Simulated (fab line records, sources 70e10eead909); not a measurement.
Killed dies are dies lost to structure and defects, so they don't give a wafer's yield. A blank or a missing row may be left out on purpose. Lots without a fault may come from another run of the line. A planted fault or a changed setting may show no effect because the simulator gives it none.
Which tool did it? | flow nand_harc | 14 lots, 42 wafers sampled, at 5 steps of a route of 1159

WHAT THE GAUGES READ, wafer by wafer
NHARC_A_ONON_D1_THK_MEAS_18: measures by ellipsometry.
lot  | measured     | on            | thk_nm (nm)
L936 | day 7 11:27  | film_metro-02 | 996 997 998
L938 | day 8 00:12  | film_metro-02 | 992 990 990
L937 | day 8 00:13  | film_metro-01 | 1014 1013 1012
L939 | day 8 17:56  | film_metro-01 | 1003 1003 1003
L940 | day 8 17:57  | film_metro-02 | 1000 998 1000
L941 | day 9 06:08  | film_metro-01 | 1006 1006 1006
L942 | day 9 12:11  | film_metro-01 | 989 989 991
L950 | day 11 04:52 | film_metro-01 | 1006 1006 1005
L947 | day 11 09:45 | film_metro-02 | 990 993 991
L951 | day 11 14:46 | film_metro-01 | 988 989 988
L954 | day 12 06:25 | film_metro-01 | 993 993 993
L952 | day 12 06:25 | film_metro-02 | 1006 1007 1007
L955 | day 12 11:02 | film_metro-02 | 996 996 995
L958 | day 13 05:57 | film_metro-01 | 987 990 987

NHARC_A_ONON_D1_THK_MEAS_24: measures by ellipsometry.
lot  | measured     | on            | thk_nm (nm)
L936 | day 7 12:51  | film_metro-01 | 983 981 983
L938 | day 8 01:19  | film_metro-02 | 1002 1002 1003
L937 | day 8 01:21  | film_metro-01 | 1019 1016 1018
L939 | day 8 19:05  | film_metro-01 | 1000 1004 1003
L940 | day 8 19:05  | film_metro-02 | 1010 1008 1007
L941 | day 9 07:16  | film_metro-02 | 1008 1009 1008
L942 | day 9 13:19  | film_metro-01 | 1006 1003 1005
L950 | day 11 06:17 | film_metro-02 | 1002 1004 999
L947 | day 11 10:53 | film_metro-01 | 1002 1002 1002
L951 | day 11 15:56 | film_metro-01 | 987 989 988
L954 | day 12 07:34 | film_metro-02 | 1004 1004 1004
L952 | day 12 07:34 | film_metro-01 | 983 984 983
L955 | day 12 12:10 | film_metro-02 | 992 991 994
L958 | day 13 07:05 | film_metro-02 | 1000 999 997

NHARC_END_SORT_01.
lot  | measured     | on        | killed_at_array | killed_at_other | killed_at_periphery | killed_dies | killed_open | killed_short
L951 | day 22 15:20 | prober-02 | 30 22           | 0 1             | 0 3                 | 30 26       | 5 2         | 1 4

WHICH TOOL RAN EACH LOT (tool, then ch and the chambers of the sampled wafers, then the start)
lot  | NHARC_A_CHANNEL_HOLE_D1_SOFTBAKE_05 | NHARC_A_CHANNEL_HOLE_D1_ETCH_21
L936 | litho_track-01 ch 0, day 7 18:00    | har_etch-01 ch 0,1, day 8 03:27
L938 | litho_track-01 ch 0, day 8 05:00    | har_etch-02 ch 0,1, day 8 07:30
L937 | litho_track-01 ch 0, day 8 06:00    | har_etch-01 ch 0,1, day 8 08:25
L939 | litho_track-06 ch 0, day 8 23:00    | har_etch-02 ch 0,1, day 9 02:01
L940 | litho_track-01 ch 0, day 8 23:00    | har_etch-01 ch 0,1, day 9 02:09
L941 | litho_track-04 ch 0, day 9 11:00    | har_etch-02 ch 0,1, day 9 13:42
L942 | litho_track-01 ch 0, day 9 17:00    | har_etch-02 ch 1, day 9 19:39
L950 | litho_track-04 ch 0, day 11 10:00   | har_etch-02 ch 0,1, day 11 12:56
L947 | litho_track-04 ch 0, day 11 14:00   | har_etch-02 ch 0,1, day 11 20:32
L951 | litho_track-01 ch 0, day 11 20:00   | har_etch-01 ch 0,1, day 11 22:41
L954 | litho_track-06 ch 0, day 12 13:00   | har_etch-02 ch 0,1, day 12 18:26
L952 | litho_track-06 ch 0, day 12 12:00   | har_etch-01 ch 0,1, day 12 15:06
L955 | litho_track-06 ch 0, day 12 16:00   | har_etch-01 ch 1, day 12 19:14
L958 | litho_track-01 ch 0, day 13 13:00   | har_etch-02 ch 0,1, day 13 15:55
- NHARC_A_CHANNEL_HOLE_D1_SOFTBAKE_05: time 55 s.
- NHARC_A_CHANNEL_HOLE_D1_ETCH_21: etches the open film in C4F8/O2/Ar, time 514.3 s, target depth 1600 nm.

WHAT THE TOOLS THEMSELVES READ (means of the sampled wafers that have a number; where no wafer has one, the mark that the record gives instead)
NHARC_A_CHANNEL_HOLE_D1_SOFTBAKE_05.
lot  | tool           | exhaust_pa (Pa) | heater_power_total_W (W) | plate_temp_C (C)
L936 | litho_track-01 | 43.5            | 188.53                   | 105.06
L938 | litho_track-01 | 45.1            | 188.48                   | 105.06
L937 | litho_track-01 | 45.3            | 188.55                   | 104.81
L939 | litho_track-06 | 44.5            | 188.43                   | 104.91
L940 | litho_track-01 | 44.9            | 188.41                   | 105.03
L941 | litho_track-04 | 44.2            | 188.35                   | 104.91
L942 | litho_track-01 | 45.0            | 188.41                   | 104.99
L950 | litho_track-04 | 44.7            | 194.30                   | 107.47
L947 | litho_track-04 | 45.1            | 194.29                   | 107.47
L951 | litho_track-01 | 45.5            | 188.49                   | 105.10
L954 | litho_track-06 | 44.9            | 188.55                   | 105.01
L952 | litho_track-06 | 45.8            | 188.43                   | 104.86
L955 | litho_track-06 | 44.7            | 188.38                   | 104.95
L958 | litho_track-01 | 44.5            | 188.64                   | 104.88

NHARC_A_CHANNEL_HOLE_D1_ETCH_21.
lot  | tool        | drypump_motor_current_A (A) | showerhead_plenum_p_Torr (Torr) | throttle_valve_pct (%)
L936 | har_etch-01 | 6.4                         | 3.75                            | 32.150
L938 | har_etch-02 | 5.4                         | 3.81                            | 32.155
L937 | har_etch-01 | 6.3                         | 3.75                            | 32.142
L939 | har_etch-02 | 5.4                         | 3.81                            | 32.150
L940 | har_etch-01 | 6.3                         | 3.74                            | 32.154
L941 | har_etch-02 | 5.4                         | 3.81                            | 32.153
L942 | har_etch-02 | 5.5                         | 3.77                            | 32.164
L950 | har_etch-02 | 5.2                         | 3.83                            | 32.157
L947 | har_etch-02 | 5.2                         | 3.82                            | 32.166
L951 | har_etch-01 | 5.9                         | 3.67                            | 32.170
L954 | har_etch-02 | 5.4                         | 3.79                            | 32.152
L952 | har_etch-01 | 5.9                         | 3.67                            | 32.146
L955 | har_etch-01 | 5.5                         | 3.62                            | 32.166
L958 | har_etch-02 | 5.4                         | 3.78                            | 32.157

THE ANSWER, worked out from the rows above alone
Rule: what is usual is taken from the lots themselves. Put in order of their means at a reading, lots are off if they are a third of the lots or fewer, leave a main group of 4 or more, and stand apart from it by a gap of 3 or more times the standard deviation of the main group's means; of several such gaps the widest counts. A main group whose means are all the same, to the digits that the tables above print for the reading, isn't used. A lot without any number at a reading at which 4 lots or more have one is off too. The other lots that the step has rows for count as sound. The gauges are gone through in route order, then the tools' own readings, and for those a lot's mean is taken as printed above. The first step at which some lot is off is used, and at that step the reading that is off furthest; a lot without a number counts as furthest.
Off: L950, L947, at NHARC_A_CHANNEL_HOLE_D1_SOFTBAKE_05 (heater_power_total_W). The main group: mean 188.47 W, standard deviation 0.081.
A tool fits if, at that step or a process step before it, it ran every lot that is off, and no sound lot after the first of them. One fits: litho_track-04 at NHARC_A_CHANNEL_HOLE_D1_SOFTBAKE_05. Its last sound lot is L941 (day 9 11:00), its first lot that is off L950 (day 11 10:00): a fault that began between those two fits.
The tool's own readings at NHARC_A_CHANNEL_HOLE_D1_SOFTBAKE_05 bear it out: on the lots that are off they differ by more than 5 times the standard deviation of the sound lots' means. heater_power_total_W reads 194.30 W there against 188.47 W on the sound lots; plate_temp_C reads 107.47 C there against 104.96 C on the sound lots.

WHAT THE SIMULATOR HAD PUT IN
Process parameter drift: litho_track-04, from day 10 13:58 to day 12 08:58, at NHARC_A_CHANNEL_HOLE_D1_SOFTBAKE_05. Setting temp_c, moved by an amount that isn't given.
Lots struck among those shown: L950, L947. The rule above found the same.
